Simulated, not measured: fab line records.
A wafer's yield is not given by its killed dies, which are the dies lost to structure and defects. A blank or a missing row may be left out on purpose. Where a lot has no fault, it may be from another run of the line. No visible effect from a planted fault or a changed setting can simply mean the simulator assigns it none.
fab line records -- flow nandHarc
[record] lots = 7, wafers = 19, lastDay = 25
route steps=1159 shown A_CONTACT@928 END@1159
lots untouched by any fault: they come from a run of this same line in which no faults occurred
startH: hours from the record's first day to the start of the lot's first wafer shown -- waitH: hours from the lot's prior step to this one -- " identical to the entry in the row above -- L1.1+2: several wafers, shown together as one row -- - value missing, or start not given -- * or withheld: withheld -- < > ~ a bound
route shown NAME@n: NAME is a module with steps in the file, n the number in the route of the first one -- usual: mean and standard deviation over wafers with no fault -- same: alike in all rows -- chamber/n: place in a boat -- sites: per-site readings -- _std_site: their standard deviation -- _edge_site: outer sites' mean less inner sites' -- radiusMm: how far each site lies from the wafer's centre -- mask NAME#n: copy n -- behind: tool/chamber where the wafer was last shaped -- hold: why the lot was held/for how many hours/how that ended -- device: the n, p or np transistor that did not switch -- end of line: tests run on the same wafers once the route is complete -- for a step that has no rows: nothing shown but its recipe -- killed: dies lost to structure and defects at the first sort, not the wafer's yield -- map: shows each die of a wafer: x if killed, . if not, _ if none is there
set.NAME: the setting as run; set.NAME@STEP: as run at that earlier step -- model.NAME: the simulator's own value behind a step, which no gauge read
a table for each step, a row for each wafer; lots at some steps of the route
services: from which hour (startH, from the record's first day; less than 0 if before it) a tool's chamber was out of use, for how many hours, and why
[[steps]]
[step NHARC_A_CONTACT_COAT_87]
[recipe] tempC = 225, timeS = 65
[step NHARC_A_CONTACT_COAT_02]
[recipe] spinRpm = 1500, resistThkNm = 90
[step NHARC_A_CONTACT_SOFTBAKE_03]
[recipe] tempC = 105, timeS = 55
[step NHARC_A_CONTACT_EBR_04]
[step NHARC_A_CONTACT_EXPOSE_05]
[recipe] na = 1.35, sigmaOuter = 0.8, doseMj = 84.24, maskId = A_CC
[step NHARC_A_CONTACT_PEB_06]
[recipe] pebTempC = 100, pebTimeS = 65
[step NHARC_A_CONTACT_DEVELOP_07]
[recipe] developTimeS = 35, devTempC = 23
[step NHARC_A_CONTACT_CD_MEAS_08]
[recipe] targetCdNm = 100, landingEnergyEv = 500
[usual] cdNm = 100.4/0.5
lot.wafer,tool,chamber,startH,waitH,cdNm
L520.1,cdSem-02,0,382.39,-,100.6
L520.2,cdSem-02,0,382.39,-,100.7
L520.6,cdSem-02,0,382.39,-,101.3
L524.2,cdSem-01,0,405.44,-,100.1
L524.5,cdSem-01,0,405.44,-,100.9
L524.6,cdSem-01,0,405.44,-,100.3
L529.1,cdSem-02,0,439.70,-,99.6
L529.2,cdSem-02,0,439.70,-,100.4
L529.6,cdSem-02,0,439.70,-,101.3
L535.1,cdSem-01,0,463.40,-,99.6
L535.2,cdSem-01,0,463.40,-,100.2
L535.4,cdSem-01,0,463.40,-,100.1
L537.2,cdSem-02,0,472.25,-,99.5
L537.6,cdSem-02,0,472.25,-,99.4
L539.2,cdSem-02,0,493.10,-,99.8
L539.6,cdSem-02,0,493.10,-,99.9
L542.1,cdSem-02,0,539.74,-,101.0
L542.3,cdSem-02,0,539.74,-,100.5
L542.6,cdSem-02,0,539.74,-,99.7
[step NHARC_A_CONTACT_OVL_MEAS_09]
[usual] overlayXNm = 0.0/0.61, overlayYNm = 0.0/0.86
lot.wafer,tool,chamber,startH,waitH,overlayXNm,overlayYNm
L520.1,overlay-02,-,382.48,-,-0.8,1.1
L520.2,overlay-02,-,382.48,-,-0.6,1.1
L520.6,overlay-02,-,382.48,-,-0.2,0.8
L524.2,overlay-01,-,405.53,-,-0.6,-1.7
L524.5,overlay-01,-,405.53,-,-0.1,-0.7
L524.6,overlay-01,-,405.53,-,-0.2,-0.8
L529.1,overlay-01,-,439.80,-,0.1,0.5
L529.2,overlay-01,-,439.80,-,0.3,0.2
L529.6,overlay-01,-,439.80,-,0.5,-0.1
L535.1,overlay-01,-,463.49,-,0.4,-0.6
L535.2,overlay-01,-,463.49,-,0.2,-1.0
L535.4,overlay-01,-,463.49,-,0.4,-0.5
L537.2,overlay-02,-,472.34,-,0.1,-0.2
L537.6,overlay-02,-,472.34,-,-0.2,0.5
L539.2,overlay-02,-,493.19,-,-1.2,0.3
L539.6,overlay-02,-,493.19,-,-0.4,0.3
L542.1,overlay-01,-,539.83,-,-0.2,-0.9
L542.3,overlay-01,-,539.83,-,-0.9,-1.2
L542.6,overlay-01,-,539.83,-,-0.4,-0.5
[step NHARC_A_CONTACT_INSPECT_10]
[usual] rawDefectCount = 31/14
lot.wafer,tool,chamber,startH,waitH,rawDefectCount
L520.1,defectInspect-02,-,382.52,0.0,32
L520.2,defectInspect-02,-,382.52,0.0,26
L520.6,defectInspect-02,-,382.52,0.0,30
L524.2,defectInspect-02,-,405.57,0.0,24
L524.5,defectInspect-02,-,405.57,0.0,19
L524.6,defectInspect-02,-,405.57,0.0,25
L529.1,defectInspect-02,-,439.84,0.0,69
L529.2,defectInspect-02,-,439.84,0.0,59
L529.6,defectInspect-02,-,439.84,0.0,40
L535.1,defectInspect-02,-,463.52,0.0,51
L535.2,defectInspect-02,-,463.52,0.0,48
L535.4,defectInspect-02,-,463.52,0.0,51
L537.2,defectInspect-02,-,472.37,0.0,50
L537.6,defectInspect-02,-,472.37,0.0,25
L539.2,defectInspect-02,-,493.22,0.0,14
L539.6,defectInspect-02,-,493.22,0.0,14
L542.1,defectInspect-01,-,539.87,0.0,32
L542.3,defectInspect-01,-,539.87,0.0,42
L542.6,defectInspect-01,-,539.87,0.0,26
[step NHARC_A_CONTACT_DESCUM_13]
[recipe] timeS = 3, o2FlowSccm = 200, arFlowSccm = 0, biasPowerW = 0, chemistry = O2
[usual] drypumpMotorCurrentA = 5.8/0.41, o2FlowSccm = 200.0/0.59, oesProductAu = 0.999/0.011, rfVppV = 57.8/0.84, showerheadPlenumPTorr = 1.91/0.087, throttleValvePct = 11.311/0.0096
lot.wafer,tool,chamber,startH,waitH,drypumpMotorCurrentA,o2FlowSccm,oesProductAu,rfHoursCounterH,rfVppV,showerheadPlenumPTorr,throttleValvePct
L520.1,rieDiel-04,1,382.58,0.1,5.5,200.3,1.001,29,60.1,1.88,11.327
L520.2,rieDiel-04,0,382.58,0.1,5.7,199.3,0.985,31,58.0,1.96,11.312
L520.6,rieDiel-04,1,382.58,0.1,5.5,199.5,0.985,-,58.4,1.88,11.295
L524.2,rieDiel-08,1,405.64,0.1,6.1,200.1,0.970,20,59.3,1.86,11.323
L524.6,rieDiel-08,3,405.64,0.1,6.2,199.6,1.012,-,58.0,1.82,11.304
L524.5,rieDiel-08,0,405.64,0.1,6.3,201.0,0.995,-,58.6,1.84,11.310
L529.2,rieDiel-04,1,439.90,0.1,5.5,199.7,1.008,51,56.3,1.87,11.304
L529.1,rieDiel-04,0,439.90,0.1,5.7,199.7,1.006,53,56.5,1.95,11.309
L529.6,rieDiel-04,2,439.90,0.1,5.6,200.6,1.009,-,58.8,2.04,11.296
L535.1,rieDiel-08,1,463.65,0.1,6.1,199.6,0.983,31,57.4,1.86,11.310
L535.2,rieDiel-08,2,463.65,0.1,4.9,200.7,0.999,28,59.4,2.02,11.319
L535.4,rieDiel-08,0,463.65,0.1,6.3,200.0,1.009,27,59.1,1.84,11.328
L537.2,rieDiel-08,3,472.45,0.1,6.2,200.5,1.002,24,57.2,1.82,11.301
L537.6,rieDiel-08,2,472.45,0.1,4.9,200.0,0.993,-,58.4,2.02,11.300
L539.2,rieDiel-08,1,493.30,0.1,6.1,199.8,0.975,1,57.0,1.86,11.321
L539.6,rieDiel-08,0,493.30,0.1,6.3,199.7,1.011,-,58.0,1.84,11.299
L542.3,rieDiel-04,2,539.93,0.1,5.7,200.1,0.993,21,57.5,2.03,11.304
L542.1,rieDiel-04,0,539.93,0.1,5.7,199.7,0.989,25,57.8,1.94,11.329
L542.6,rieDiel-04,2,539.93,0.1,5.6,199.1,0.999,-,56.8,2.03,11.317
[step NHARC_A_CONTACT_ETCH_88]
[recipe] targetDepthA = 390, overEtchFrac = 0.3, timeS = 65, ionEnergyEv = 80, cf4FlowSccm = 150, arFlowSccm = 0, rfW = 300, biasW = 100, chemistry = CF4
[usual] drypumpMotorCurrentA = 5.8/0.42, oesProductAu = 0.999/0.01, rfVppV = 151.2/1.2, showerheadPlenumPTorr = 1.77/0.076, throttleValvePct = 13.285/0.0096
lot.wafer,tool,chamber,startH,waitH,drypumpMotorCurrentA,oesProductAu,rfHoursCounterH,rfVppV,showerheadPlenumPTorr,throttleValvePct
L520.2,rieDiel-04,1,382.66,0.1,5.5,0.995,29,150.8,1.74,13.281
L520.1,rieDiel-04,2,382.66,0.1,5.6,1.004,22,153.7,1.88,13.264
L520.6,rieDiel-04,1,382.66,0.1,5.5,1.002,-,151.7,1.74,13.276
L524.2,rieDiel-08,3,405.71,0.1,6.2,1.000,13,149.8,1.69,13.292
L524.6,rieDiel-08,3,405.71,0.1,6.2,1.018,-,151.3,1.69,13.295
L524.5,rieDiel-08,0,405.71,0.1,6.3,1.001,-,153.4,1.71,13.279
L529.2,rieDiel-04,1,439.99,0.1,5.5,1.004,51,152.4,1.73,13.276
L529.1,rieDiel-04,0,439.99,0.1,5.7,1.001,53,152.1,1.80,13.294
L529.6,rieDiel-04,1,439.99,0.1,5.5,1.006,-,150.2,1.73,13.287
L535.2,rieDiel-08,0,463.73,0.1,6.3,1.008,27,150.8,1.71,13.270
L535.4,rieDiel-08,1,463.73,0.1,6.2,0.990,31,150.0,1.72,13.280
L535.1,rieDiel-08,2,463.73,0.1,4.9,0.996,28,153.2,1.86,13.292
L537.2,rieDiel-08,3,472.53,0.1,6.2,0.998,24,149.2,1.69,13.293
L537.6,rieDiel-08,3,472.53,0.1,6.2,1.001,-,150.4,1.69,13.291
L539.2,rieDiel-08,3,493.37,0.1,6.2,1.004,1,150.2,1.69,13.290
L539.6,rieDiel-08,0,493.37,0.1,6.3,1.002,-,150.6,1.70,13.277
L542.1,rieDiel-04,3,540.04,0.1,6.0,1.000,23,150.5,1.80,13.298
L542.3,rieDiel-04,1,540.04,0.1,5.5,0.981,23,151.3,1.72,13.290
L542.6,rieDiel-04,2,540.04,0.1,5.6,0.985,-,152.2,1.87,13.286
[step NHARC_A_CONTACT_ETCH_89]
[recipe] targetDepthA = 2600, overEtchFrac = 0.3, timeS = 475.3, ionEnergyEv = 200, n2FlowSccm = 150, h2FlowSccm = 150, arFlowSccm = 0, rfW = 400, biasW = 150, chemistry = N2/H2
[usual] drypumpMotorCurrentA = 5.8/0.41, oesProductAu = 1.000/0.01, rfVppV = 430.5/2.7, showerheadPlenumPTorr = 2.04/0.095, throttleValvePct = 14.172/0.0093
lot.wafer,tool,chamber,startH,waitH,drypumpMotorCurrentA,oesProductAu,rfHoursCounterH,rfVppV,showerheadPlenumPTorr,throttleValvePct
L520.1,rieDiel-04,1,382.79,-,5.5,0.998,29,429.0,2.00,14.177
L520.2,rieDiel-04,2,382.79,-,5.6,0.995,22,434.3,2.19,14.180
L520.6,rieDiel-04,0,382.79,-,5.7,0.999,-,430.0,2.09,14.175
L524.2,rieDiel-08,2,405.87,-,4.9,0.991,18,433.3,2.16,14.170
L524.6,rieDiel-08,0,405.87,-,6.3,1.004,-,428.6,1.96,14.179
L524.5,rieDiel-08,1,405.87,-,6.1,0.984,-,429.6,1.99,14.170
L529.2,rieDiel-04,3,440.16,-,6.0,0.990,46,432.5,2.09,14.169
L529.1,rieDiel-04,1,440.16,-,5.5,0.994,51,430.9,1.99,14.179
L529.6,rieDiel-04,0,440.16,-,5.7,0.993,-,431.6,2.08,14.172
L535.2,rieDiel-08,0,463.89,-,6.3,0.869,27,428.4,1.96,14.151
L535.1,rieDiel-08,1,463.89,-,6.1,0.986,31,430.6,1.98,14.190
L535.4,rieDiel-08,2,463.89,-,4.9,0.992,28,433.5,2.16,14.167
L537.2,rieDiel-08,1,472.68,-,6.2,0.856,33,428.6,1.98,14.163
L537.6,rieDiel-08,0,472.68,-,6.3,0.875,-,429.2,1.96,14.172
L539.2,rieDiel-08,1,493.53,-,6.1,0.876,1,430.3,1.98,14.179
L539.6,rieDiel-08,0,493.53,-,6.3,0.893,-,428.7,1.96,14.148
L542.3,rieDiel-04,2,540.17,-,5.6,1.004,22,435.1,2.17,14.180
L542.1,rieDiel-04,0,540.17,-,5.7,0.992,25,430.8,2.07,14.177
L542.6,rieDiel-04,1,540.17,-,5.5,1.004,-,429.5,1.98,14.178
[step NHARC_A_CONTACT_ETCH_30]
[recipe] targetDepthA = 605, timeS = 30.2, cf4FlowSccm = 100, chf3FlowSccm = 30, arFlowSccm = 0, rfW = 500, biasW = 200, chemistry = CF4/CHF3
[usual] drypumpMotorCurrentA = 5.8/0.41, oesProductAu = 0.934/0.02, rfVppV = 370.5/2.2, showerheadPlenumPTorr = 1.57/0.066, throttleValvePct = 16.802/0.0085
lot.wafer,tool,chamber,startH,waitH,drypumpMotorCurrentA,oesProductAu,rfHoursCounterH,rfVppV,showerheadPlenumPTorr,throttleValvePct
L520.2,rieDiel-04,0,-,-,5.7,0.915,31,372.2,1.61,16.807
L520.1,rieDiel-04,2,-,-,5.6,0.960,22,374.2,1.68,16.818
L520.6,rieDiel-04,1,-,-,5.5,0.920,-,368.6,1.55,16.794
L524.2,rieDiel-08,2,-,-,4.9,0.983,18,372.9,1.66,16.814
L524.5,rieDiel-08,2,-,-,4.9,0.988,-,373.2,1.66,16.796
L524.6,rieDiel-08,3,-,-,6.2,0.978,-,369.0,1.50,16.795
L529.1,rieDiel-04,2,-,-,5.6,0.953,44,374.4,1.67,16.813
L529.2,rieDiel-04,0,-,-,5.7,0.951,53,369.2,1.60,16.805
L529.6,rieDiel-04,2,-,-,5.6,0.949,-,374.2,1.67,16.791
L535.2,rieDiel-08,2,-,-,4.9,0.926,29,372.8,1.66,16.796
L535.4,rieDiel-08,3,-,-,6.2,0.926,23,368.0,1.50,16.802
L535.1,rieDiel-08,0,-,-,6.3,0.931,27,368.9,1.52,16.786
L537.2,rieDiel-08,3,-,-,6.2,0.932,25,367.9,1.50,16.786
L537.6,rieDiel-08,3,-,-,6.2,0.927,-,369.8,1.50,16.812
L539.2,rieDiel-08,2,-,-,4.9,0.981,1,371.5,1.66,16.791
L539.6,rieDiel-08,2,-,-,4.9,0.989,-,373.3,1.66,16.787
L542.1,rieDiel-04,0,-,-,5.7,0.918,25,371.5,1.59,16.789
L542.3,rieDiel-04,2,-,-,5.6,0.918,22,372.9,1.66,16.793
L542.6,rieDiel-04,1,-,-,5.5,0.928,-,369.1,1.53,16.794
[step NHARC_END_SORT_01]
[recipe] tempC = 25
[usual] killedAtArray = 28/11, killedAtOther = 0.7/1.1, killedAtPeriphery = 2.9/2, killedDies = 32/11, killedOpen = 3.2/1.8, killedShort = 2.0/1.4
[same] grossDies = 677
lot.wafer,tool,chamber,startH,waitH,killedAtArray,killedAtOther,killedAtPeriphery,killedDies,killedOpen,killedShort
L520.1,prober-02,0,443.32,2.5,33,1,4,38,4,4
L520.2,prober-02,0,444.12,2.8,30,0,1,31,4,4
L520.6,prober-02,0,447.31,4.0,27,1,4,32,5,1
L524.2,prober-01,0,466.66,2.8,18,0,0,18,1,0
L524.5,prober-01,0,469.04,3.7,23,1,1,25,3,4
L524.6,prober-01,0,469.83,4.0,17,0,2,19,4,0
L537.2,prober-01,0,534.83,2.8,40,0,1,41,3,1
L539.2,prober-01,0,548.69,2.8,21,1,3,25,3,1
L539.6,prober-01,0,551.89,4.0,16,1,2,19,0,0
// killed by level:class
L520.1 A_CHANNEL_HOLE_D1:chamberFilmFlake=14 A_SLIT:chamberFilmFlake=7 P_M0:geometricParticle:open=3 A_CONTACT:chamberFilmFlake=3 A_ZERO_WELL:chamberFilmFlake=2 A_STAIRCASE:chamberFilmFlake=2 P_M0:geometricParticle:short=1 A_ONON_D1:geometricParticle:short=1
L520.2 A_CHANNEL_HOLE_D1:chamberFilmFlake=12 A_SLIT:chamberFilmFlake=9 A_WL_FILL:geometricParticle:short=3 P_CONTACT:geometricParticle:short=1 A_ONON_D1:geometricParticle:open=1 A_CONTACT:geometricParticle:open=1 A_M0:geometricParticle:open=1 A_M1:geometricParticle:open=1
L520.6 A_CHANNEL_HOLE_D1:chamberFilmFlake=12 A_SLIT:chamberFilmFlake=7 P_GATE:geometricParticle:open=3 A_STAIRCASE:chamberFilmFlake=3 A_CONTACT:chamberFilmFlake=2 A_CHANNEL_HOLE_D1:geometricParticle:open=1 A_WL_FILL:geometricParticle:open=1 A_CONTACT:geometricParticle:short=1
L524.2 A_SLIT:chamberFilmFlake=8 A_CHANNEL_HOLE_D1:chamberFilmFlake=2 A_STAIRCASE:chamberFilmFlake=2 A_CONTACT:chamberFilmFlake=2 A_WL_FILL:chamberFilmFlake=1 A_CONTACT:geometricParticle:open=1 A_BLC:chamberFilmFlake=1 A_BONDPAD:chamberFilmFlake=1
L524.5 A_SLIT:chamberFilmFlake=9 A_CHANNEL_HOLE_D1:chamberFilmFlake=5 A_WL_FILL:geometricParticle:open=2 A_CONTACT:chamberFilmFlake=2 A_ONON_D1:geometricParticle:short=1 A_SGD_CUT:geometricParticle:short=1 A_WL_FILL:geometricParticle:short=1 A_M0:geometricParticle:open=1
L524.6 A_SLIT:chamberFilmFlake=10 A_CHANNEL_FILL_D1:geometricParticle:open=2 A_CONTACT:chamberFilmFlake=2 P_CONTACT:geometricParticle:open=1 A_CONTACT:geometricParticle:open=1 P_BONDPAD:chamberFilmFlake=1 A_STAIRCASE:chamberFilmFlake=1 A_M0:chamberFilmFlake=1
L537.2 A_CHANNEL_HOLE_D1:chamberFilmFlake=25 A_STAIRCASE:chamberFilmFlake=7 A_M0:geometricParticle:open=2 A_WL_FILL:chamberFilmFlake=2 P_CONTACT:geometricParticle:open=1 A_ONON_D1:geometricParticle:short=1 A_SGD_CUT:chamberFilmFlake=1 A_SLIT:chamberFilmFlake=1
L539.2 A_CHANNEL_HOLE_D1:chamberFilmFlake=7 A_CONTACT:chamberFilmFlake=3 A_M0:geometricParticle:open=2 A_WL_FILL:chamberFilmFlake=2 A_M0:chamberFilmFlake=2 A_CONTACT:areaEtch=2 P_CONTACT:geometricParticle:short=1 A_CHANNEL_FILL_D1:geometricParticle:open=1
L539.6 A_CHANNEL_HOLE_D1:chamberFilmFlake=6 A_CONTACT:chamberFilmFlake=3 P_GATE:chamberFilmFlake=2 A_STAIRCASE:chamberFilmFlake=2 A_WL_FILL:chamberFilmFlake=2 A_CONTACT:areaEtch=2 A_M0:chamberFilmFlake=1 THIN_TSV:chamberFilmFlake=1
[[services]]
tool,chamber,startH,hours,kind
rieDiel-08,0,359.86,-,clean
rieDiel-08,1,359.86,-,clean
rieDiel-08,2,359.86,-,clean
rieDiel-08,3,359.86,-,clean
rieDiel-08,0,384.36,-,clean
rieDiel-08,1,384.36,-,clean
rieDiel-08,2,384.36,-,clean
rieDiel-08,3,384.36,-,clean
rieDiel-08,2,384.74,5.2,repair
rieDiel-08,0,408.96,-,clean
rieDiel-08,1,408.96,-,clean
rieDiel-08,2,408.96,-,clean
rieDiel-08,3,408.96,-,clean
rieDiel-04,3,419.08,20.6,repair
rieDiel-08,0,433.46,-,clean
rieDiel-08,1,433.46,-,clean
rieDiel-08,2,433.46,-,clean
rieDiel-08,3,433.46,-,clean
rieDiel-08,0,457.96,-,clean
rieDiel-04,-,466.31,9.0,pm
rieDiel-08,-,478.86,9.0,pm
rieDiel-08,-,504.61,0.9,repair
rieDiel-08,1,510.47,3.5,repair
rieDiel-08,1,539.98,9.6,repair
[[key]]
[firstSign] step = NHARC_A_CONTACT_ETCH_89, reading = oesProductAu, direction = down, sigmas = 12, usual = 1.000, struck = 0.874
effect none on later readings
metAt NHARC_A_CONTACT_ETCH_89
struckWafers L535.2,L537.2,L537.6,L539.2,L539.6
testerLeftOut L535,L537,L539
onsetBetween 405.87 463.89
[fault] kind = processParameterDrift, tool = rieDiel-08, chamber = -, onsetH = 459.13, steps = NHARC_A_CONTACT_ETCH_89, channel = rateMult, offset = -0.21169, shape = step, endH = 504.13, scope = struckWafersOnly
// testerLeftOut: of these lots the tester's yield and bins aren't shown, on N5 and GAA mostly nor the transistor test; their killed dies are dies lost to structure and defects alone, not to doping, threshold or leakage, so they don't give the yield
